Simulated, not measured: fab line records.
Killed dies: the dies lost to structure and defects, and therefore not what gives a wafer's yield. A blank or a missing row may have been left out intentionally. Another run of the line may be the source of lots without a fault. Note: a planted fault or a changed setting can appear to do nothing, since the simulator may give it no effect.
Lot-split experiment | flow n5-finfet | 21 wafers read across 7 lots, on a route 1938 steps long

THE SPLIT ITSELF
At N5_BEOL_M0_SAQP_COAT_08 (resist thk 90 nm), the setting spin-rpm was moved away from the recipe's 1500 rpm on 6 of the 21 wafers read, by -6.6% to +10.9%. For the rest of the wafers, this setting stayed at what the recipe calls for.

FROM THE SPLIT TO THE READING: what the file shows between them, 4 steps
- N5_BEOL_M0_SAQP_EXPOSE_11: exposes mask M0 CORE, target cd 42 nm (also split here: dose-mj)
- N5_BEOL_M0_SAQP_PEB_12: peb time 60 s
- N5_BEOL_M0_SAQP_DEVELOP_13: develop time 30 s
- N5_BEOL_M0_SAQP_DESCUM_19: chemistry O2, time 7.9 s

THE READING
CAR-ArF_of_BEOL_M0_SAQP_COAT_08.thk-nm (the simulator's own value, which no gauge read), in nm, at N5_BEOL_M0_SAQP_ETCH_83 (etches SiARC in CF4, target depth 39 nm, time 65 s). The file gives no usual value for it. Here, 15 wafers ran the recipe; their average is 55.3 nm with a standard deviation of 0.33 nm.

wafer  | tool, chamber at the split | spin-rpm as run, rpm | against the recipe | CAR-ArF_of_BEOL_M0_SAQP_COAT_08.thk-nm, nm | against lot-mates on the recipe
L076.1 | litho-track-03, 0          | 1500                 | recipe             | 54.8                                       | -
L076.3 | litho-track-03, 0          | 1500                 | recipe             | 55                                         | -
L076.5 | litho-track-03, 0          | 1655                 | +10.3%             | 50.6                                       | -4.3
L080.1 | litho-track-03, 0          | 1500                 | recipe             | 55.2                                       | -
L080.3 | litho-track-03, 0          | 1622                 | +8.1%              | 52                                         | -3.3
L080.6 | litho-track-03, 0          | 1500                 | recipe             | 55.4                                       | -
L081.3 | litho-track-05, 0          | 1500                 | recipe             | 55.8                                       | -
L081.4 | litho-track-05, 0          | 1404                 | -6.4%              | 58.4                                       | +2.7
L081.6 | litho-track-05, 0          | 1500                 | recipe             | 55.6                                       | -
L083.2 | litho-track-03, 0          | 1500                 | recipe             | 55                                         | -
L083.4 | litho-track-03, 0          | 1500                 | recipe             | 55                                         | -
L083.5 | litho-track-03, 0          | 1500                 | recipe             | 55.2                                       | -
L095.1 | litho-track-03, 0          | 1500                 | recipe             | 55.8                                       | -
L095.3 | litho-track-03, 0          | 1500                 | recipe             | 55                                         | -
L095.4 | litho-track-03, 0          | 1500                 | recipe             | 55.6                                       | -
L096.2 | litho-track-05, 0          | 1663                 | +10.9%             | 51.2                                       | -4.6
L096.4 | litho-track-05, 0          | 1663                 | +10.9%             | 51                                         | -4.8
L096.6 | litho-track-05, 0          | 1500                 | recipe             | 55.8                                       | -
L097.1 | litho-track-05, 0          | 1500                 | recipe             | 55                                         | -
L097.3 | litho-track-05, 0          | 1401                 | -6.6%              | 58.2                                       | +3.0
L097.6 | litho-track-05, 0          | 1500                 | recipe             | 55.4                                       | -

FIT RESULTS
A straight line over all 21 wafers: CAR-ArF_of_BEOL_M0_SAQP_COAT_08.thk-nm changes by -0.42 nm for each +1% of spin-rpm; r = -0.99; the points scatter about the line by 0.34 nm.
The same after taking each lot's own level away (the mean of its wafers on the recipe; 21 wafers): -0.427 nm for each +1%; r = -1.00; scatter 0.18 nm.
According to that fit, moving spin-rpm by its largest amount changes the reading by 4.6 nm.
Measured against the standard deviation above, the lots' own levels, which go from 54.90 to 55.80 nm, span 2.7 times it.
The two slopes are in agreement: the lot-to-lot level therefore moves the slope only a little.
Check: for one of the wafers moved furthest among these (+10.9%), held out of the fit, the line's prediction against its lot-mates is -4.64 nm. It came out at -4.6 nm against them.

OTHER SPLITS ON THESE WAFERS
Before the reading, these wafers also passed through other splits. Each is held against what the fit with the lots' levels taken away leaves over:
other split on the same wafers        | wafers away from the commonest value | r with CAR-ArF_of_BEOL_M0_SAQP_COAT_08.thk-nm (lot level and that fit taken away)
N5_MOL_CONTACT_COAG_EXPOSE_81 dose-mj | 12                                   | +0.20
N5_BEOL_M0_SAQP_EXPOSE_11 dose-mj     | 5                                    | -0.04

THE WHOLE CHAIN: every reading that the file lists as answering this split, in the file's order
step                       | what it does                                       | reading                                                                                 | change (the file's fit)               | r (the file's)
N5_BEOL_M0_SAQP_COAT_08    | resist thk 90 nm                                   | CAR-ArF_of_BEOL_M0_SAQP_COAT_08.thk-nm (the simulator's own value, which no gauge read) | -0.432 nm for each +1% of the setting | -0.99
N5_BEOL_M0_SAQP_DEVELOP_13 | develop time 30 s                                  | CAR-ArF_of_BEOL_M0_SAQP_COAT_08.thk-nm (the simulator's own value, which no gauge read) | -0.436 nm for each +1% of the setting | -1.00
N5_BEOL_M0_SAQP_ETCH_83    | etches SiARC in CF4, target depth 39 nm, time 65 s | CAR-ArF_of_BEOL_M0_SAQP_COAT_08.thk-nm (the simulator's own value, which no gauge read) | -0.425 nm for each +1% of the setting | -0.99

THE FILE'S OWN FIT
CAR-ArF_of_BEOL_M0_SAQP_COAT_08.thk-nm changes by -0.425 nm for each +1% of spin-rpm, r = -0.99.
